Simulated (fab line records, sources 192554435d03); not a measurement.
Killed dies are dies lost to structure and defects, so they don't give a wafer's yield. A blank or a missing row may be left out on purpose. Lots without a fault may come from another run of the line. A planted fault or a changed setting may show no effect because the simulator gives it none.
Split-lot experiment | flow n5_finfet | 7 lots, 21 wafers read, on a route of 1938 steps

THE SPLIT
At N5_BEOL_M7_ETCH_61 (etches SiARC in CF4, target depth 45.5 nm, time 75.8 s), the setting source_w was moved away from the recipe's 545 W on 4 of the 21 wafers read, by -16.9% to -10.0%. The other wafers ran this setting at the recipe's value.

The reading is taken at the split's own step.

THE READING
rf_vpp_V, in V, at N5_BEOL_M7_ETCH_61 (etches SiARC in CF4, target depth 45.5 nm, time 75.8 s). Fault-free wafers of this fab line usually give 183.8 V, standard deviation 1.4 V.

wafer  | tool, chamber at the split | source_w as run, W | against the recipe | rf_vpp_V, V | against lot-mates on the recipe
L074.1 | rie_diel-03, 1             | 545                | recipe             | 184.7       | -
L074.3 | rie_diel-03, 3             | 452.7              | -16.9%             | 194.4       | +9.7
L074.5 | rie_diel-03, 3             | 452.7              | -16.9%             | 194.9       | +10.2
L079.1 | rie_diel-03, 3             | 545                | recipe             | 184.3       | -
L079.4 | rie_diel-03, 2             | 545                | recipe             | 183.8       | -
L079.5 | rie_diel-03, 1             | 545                | recipe             | 181.9       | -
L078.3 | rie_diel-03, 2             | 545                | recipe             | 182.4       | -
L078.4 | rie_diel-03, 0             | 490.3              | -10.0%             | 191.8       | +9.4
L078.5 | rie_diel-03, 2             | 545                | recipe             | 182.4       | -
L086.3 | rie_diel-04, 1             | 545                | recipe             | 185.9       | -
L086.4 | rie_diel-04, 3             | 458.4              | -15.9%             | 192.8       | +7.9
L086.6 | rie_diel-04, 0             | 545                | recipe             | 183.9       | -
L090.1 | rie_diel-03, 1             | 545                | recipe             | 181.9       | -
L090.5 | rie_diel-03, 3             | 545                | recipe             | 186.1       | -
L090.6 | rie_diel-03, 2             | 545                | recipe             | 184.0       | -
L091.1 | rie_diel-04, 2             | 545                | recipe             | 183.6       | -
L091.3 | rie_diel-04, 0             | 545                | recipe             | 183.9       | -
L091.5 | rie_diel-04, 2             | 545                | recipe             | 183.6       | -
L094.1 | rie_diel-06, 3             | 545                | recipe             | 182.4       | -
L094.3 | rie_diel-06, 0             | 545                | recipe             | 186.8       | -
L094.6 | rie_diel-06, 1             | 545                | recipe             | 183.5       | -

THE FIT
A straight line over all 21 wafers: rf_vpp_V changes by -0.633 V for each +1% of source_w; r = -0.94; the points scatter about the line by 1.4 V.
The same after taking each lot's own level away (the mean of its wafers on the recipe; 21 wafers): -0.596 V for each +1%; r = -0.93; scatter 1.4 V.
On that fit, the largest move of source_w shifts the reading by 10 V.
The lots' own levels span 182.40 to 184.90 V, that is 1.8 times the standard deviation above.
So the lot-to-lot level changes the slope little: the two slopes agree.
Check: with one of the wafers moved furthest among these (-16.9%) left out of the fit, the line predicts +10.4 V for it against its lot-mates. It came out at +9.7 V against them.
Tool readings at the split's step, against how far the setting was moved: etch_rf_on_time_s r = -0.91; rf_vpp_V r = -0.94.

OTHER SPLITS ON THESE WAFERS
These wafers also went through other splits before the reading. Each is held against what the fit with the lots' levels taken away leaves over:
other split on the same wafers | wafers away from the commonest value | r with rf_vpp_V (lot level and that fit taken away)
N5_BEOL_M4_DEP_57 time_s       | 6                                    | +0.08
N5_BEOL_M5_ETCH_68 time_s      | 8                                    | -0.11

THE WHOLE CHAIN: every reading that the file lists as answering this split, in the file's order
step               | what it does                                           | reading           | change (the file's fit)              | r (the file's)
N5_BEOL_M7_ETCH_61 | etches SiARC in CF4, target depth 45.5 nm, time 75.8 s | etch_rf_on_time_s | withheld for each +1% of the setting | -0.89
N5_BEOL_M7_ETCH_61 | etches SiARC in CF4, target depth 45.5 nm, time 75.8 s | rf_vpp_V          | -0.606 V for each +1% of the setting | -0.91

THE FILE'S OWN FIT
rf_vpp_V changes by -0.606 V for each +1% of source_w, r = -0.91.
